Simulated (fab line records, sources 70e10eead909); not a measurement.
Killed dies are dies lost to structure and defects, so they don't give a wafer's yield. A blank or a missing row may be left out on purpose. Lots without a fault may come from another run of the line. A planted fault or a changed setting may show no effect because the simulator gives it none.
Tool commonality check | flow nand_harc | 12 lots, 42 wafers sampled

WHY IT WAS OPENED
At NHARC_A_ONON_D1_THK_MEAS_02 the reading thk_nm is flagged on 2 of 12 lots. Wafers without a fault read 1002 nm, standard deviation 9.
Rule: a lot is flagged when every wafer of it that has a number lies more than 4 standard deviations from that mean, or none has a number. The other lots count as sound.

lot  | measured     | on            | thk_nm (nm), wafer by wafer   | flag
L299 | day 7 12:02  | film_metro-01 | 999 1001 1002                 |
L300 | day 8 02:36  | film_metro-02 | 991 990 992                   |
L301 | day 8 02:36  | film_metro-01 | 1026 1028 1025                |
L304 | day 8 07:16  | film_metro-01 | 994 993 994                   |
L302 | day 8 07:17  | film_metro-02 | 988 987 985                   |
L309 | day 10 05:54 | film_metro-02 | 1292 1296 1295 1294 1294 1293 | FLAGGED
L312 | day 10 22:23 | film_metro-02 | 1293 1290 1293 1292 1293 1291 | FLAGGED
L314 | day 11 18:43 | film_metro-01 | 1003 1002 1001                |
L318 | day 12 06:01 | film_metro-01 | 1004 1003 1004                |
L320 | day 12 16:32 | film_metro-01 | 1006 1005 1007                |
L319 | day 12 16:34 | film_metro-02 | 1000 1000 999                 |
L322 | day 12 23:25 | film_metro-02 | 1001 999 1000                 |
The numbers of the flagged lots are 1293 nm on average: +291 nm against the usual, or +32 standard deviations.

WHICH TOOL RAN EACH LOT
The record holds 3 process steps before the reading, out of a route of 1159 steps. In each cell: the tool, then ch and the chambers that the sampled wafers went through, then the start.
lot  | flag    | NHARC_P_BONDPAD_CMP_19        | NHARC_A_ZERO_WELL_ETCH_19          | NHARC_A_ONON_D1_DEP_00
L299 |         | cmp-01 ch 2,3, day 6 11:13    | rie_diel-06 ch 1,2,3, day 6 13:17  | pecvd_onon-02 ch 0, day 7 11:42
L300 |         | cmp-04 ch 1,2,3, day 7 02:11  | rie_diel-12 ch 0,1,3, day 7 04:13  | pecvd_onon-03 ch 0, day 8 02:16
L301 |         | cmp-04 ch 1,2,3, day 7 05:17  | rie_diel-12 ch 1,2,3, day 7 07:13  | pecvd_onon-02 ch 0, day 8 02:05
L304 |         | cmp-02 ch 0,2,3, day 7 08:43  | rie_diel-12 ch 1,2, day 7 10:44    | pecvd_onon-02 ch 0, day 8 06:49
L302 |         | cmp-02 ch 1,2, day 7 06:05    | rie_diel-12 ch 0,2,3, day 7 08:03  | pecvd_onon-03 ch 0, day 8 06:46
L309 | FLAGGED | cmp-01 ch 0,1,2, day 9 05:27  | rie_diel-02 ch 0,2,3, day 9 07:32  | pecvd_onon-03 ch 0, day 10 05:23
L312 | FLAGGED | cmp-04 ch 0,1, day 9 21:19    | rie_diel-06 ch 1,2, day 9 23:26    | pecvd_onon-03 ch 0, day 10 21:53
L314 |         | cmp-01 ch 1,2,3, day 10 12:52 | rie_diel-06 ch 1,2,3, day 10 14:49 | pecvd_onon-02 ch 0, day 11 18:13
L318 |         | cmp-02 ch 1,3, day 11 03:21   | rie_diel-12 ch 0,2, day 11 05:20   | pecvd_onon-04 ch 0, day 12 05:29
L320 |         | cmp-01 ch 0,2,3, day 11 16:31 | rie_diel-02 ch 0,1,3, day 11 18:38 | pecvd_onon-04 ch 0, day 12 16:01
L319 |         | cmp-01 ch 1,2,3, day 11 15:16 | rie_diel-12 ch 0,2,3, day 11 17:24 | pecvd_onon-02 ch 0, day 12 16:04
L322 |         | cmp-04 ch 0,1,3, day 11 22:57 | rie_diel-02 ch 0,2, day 12 01:04   | pecvd_onon-04 ch 0, day 12 22:58
What these steps do:
- NHARC_P_BONDPAD_CMP_19: polishes, t overpolish 30 s, cu recess touch 16 s, target thk 160.81 nm.
- NHARC_A_ZERO_WELL_ETCH_19: etches the open film in N2/H2, target depth 80 nm, overetch 24 nm, time 87.88 s.
- NHARC_A_ONON_D1_DEP_00: target thk 1000 nm.
- NHARC_A_ONON_D1_THK_MEAS_02: measures by ellipsometry.

FLAGGED OVER TOTAL, TOOL BY TOOL (the gauges that took the reading come last)
step                        | tool          | lots run | flagged | share of the flagged lots | sound lots run after its first flagged lot
NHARC_P_BONDPAD_CMP_19      | cmp-01        | 5        | 1       | some                      | 3 (L314,L319,L320)
NHARC_P_BONDPAD_CMP_19      | cmp-02        | 3        | 0       | none                      | -
NHARC_P_BONDPAD_CMP_19      | cmp-04        | 4        | 1       | some                      | 1 (L322)
NHARC_A_ZERO_WELL_ETCH_19   | rie_diel-02   | 3        | 1       | some                      | 2 (L320,L322)
NHARC_A_ZERO_WELL_ETCH_19   | rie_diel-06   | 3        | 1       | some                      | 1 (L314)
NHARC_A_ZERO_WELL_ETCH_19   | rie_diel-12   | 6        | 0       | none                      | -
NHARC_A_ONON_D1_DEP_00      | pecvd_onon-02 | 5        | 0       | none                      | -
NHARC_A_ONON_D1_DEP_00      | pecvd_onon-03 | 4        | 2       | all                       | 0
NHARC_A_ONON_D1_DEP_00      | pecvd_onon-04 | 3        | 0       | none                      | -
NHARC_A_ONON_D1_THK_MEAS_02 | film_metro-01 | 6        | 0       | none                      | -
NHARC_A_ONON_D1_THK_MEAS_02 | film_metro-02 | 6        | 2       | all                       | 2 (L319,L322)

WHAT THE TABLE ALLOWS
2 rows of the table ran every flagged lot: pecvd_onon-03 at NHARC_A_ONON_D1_DEP_00, film_metro-02 at NHARC_A_ONON_D1_THK_MEAS_02.
- pecvd_onon-03 at NHARC_A_ONON_D1_DEP_00: 2 of its 4 lots flagged. Its last sound lot is L302 (day 8 06:46), its first flagged lot L309 (day 10 05:23): a fault that began between those two fits.
- film_metro-02 at NHARC_A_ONON_D1_THK_MEAS_02: 2 of its 6 lots flagged. Sound lots ran on it after the first flagged one (L319, L322), which a lasting fault on the whole tool wouldn't allow.
One tool is left: pecvd_onon-03 at NHARC_A_ONON_D1_DEP_00.

WHAT THE SIMULATOR HAD PUT IN
Process parameter drift: pecvd_onon-03, from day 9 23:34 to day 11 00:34, at NHARC_A_ONON_D1_DEP_00. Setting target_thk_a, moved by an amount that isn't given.
Lots struck among those shown: L309, L312. The rule above found the same.
